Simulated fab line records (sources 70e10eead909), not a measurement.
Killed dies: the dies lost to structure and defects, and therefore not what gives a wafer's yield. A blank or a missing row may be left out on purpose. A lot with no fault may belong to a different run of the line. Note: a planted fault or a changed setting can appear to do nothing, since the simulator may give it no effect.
Chamber matching + flow nand harc + NHARC_A_WL_FILL_ETCHBACK_26 on rie si-05: 4 sister chambers
The step etches the open film in HBr, target depth 52 nm, time 13.3 s. 4 wafers are shown with their chamber, then 7 later ones without.

## WAFERS, EACH WITH ITS CHAMBER
| wafer  | chamber | drypump motor current A (A) |
|--------|---------|-----------------------------|
| L088.3 | 2       | 5.6                         |
| L089.5 | 1       | 5.3                         |
| L090.2 | 0       | 6.5                         |
| L090.4 | 3       | 6.0                         |

## WAFERS WITHOUT THEIR CHAMBER
| wafer  | drypump motor current A (A) |
|--------|-----------------------------|
| L090.6 | 5.4                         |
| L097.1 | 5.6                         |
| L097.2 | 6.0                         |
| L097.5 | 5.6                         |
| L096.3 | 5.3                         |
| L096.4 | 6.0                         |
| L096.5 | 5.3                         |

## EACH ONE'S CHAMBER
| wafer  | from the rows above | in truth |
|--------|---------------------|----------|
| L090.6 | 1                   | 1        |
| L097.1 | 2                   | 2        |
| L097.2 | 3                   | 3        |
| L097.5 | 2                   | 2        |
| L096.3 | 1                   | 1        |
| L096.4 | 3                   | 3        |
| L096.5 | 1                   | 1        |
Correct placement for 7 of the 7. Number that these rows cannot place: 0. Placed wrongly: 0.
How it was worked out, from the rows above alone: a wafer's distance from a chamber is the root of the sum, over the readings, of the square of ((its reading less the chamber's mean) divided by the reading's scatter). The wafer belongs to the nearest chamber; if the next one is less than 2 further off, it can't be placed. A chamber's mean is the mean of its shown wafers. The scatter: root of mean squared gap, hidden wafer to nearest shown wafer, with one shown wafer a chamber.
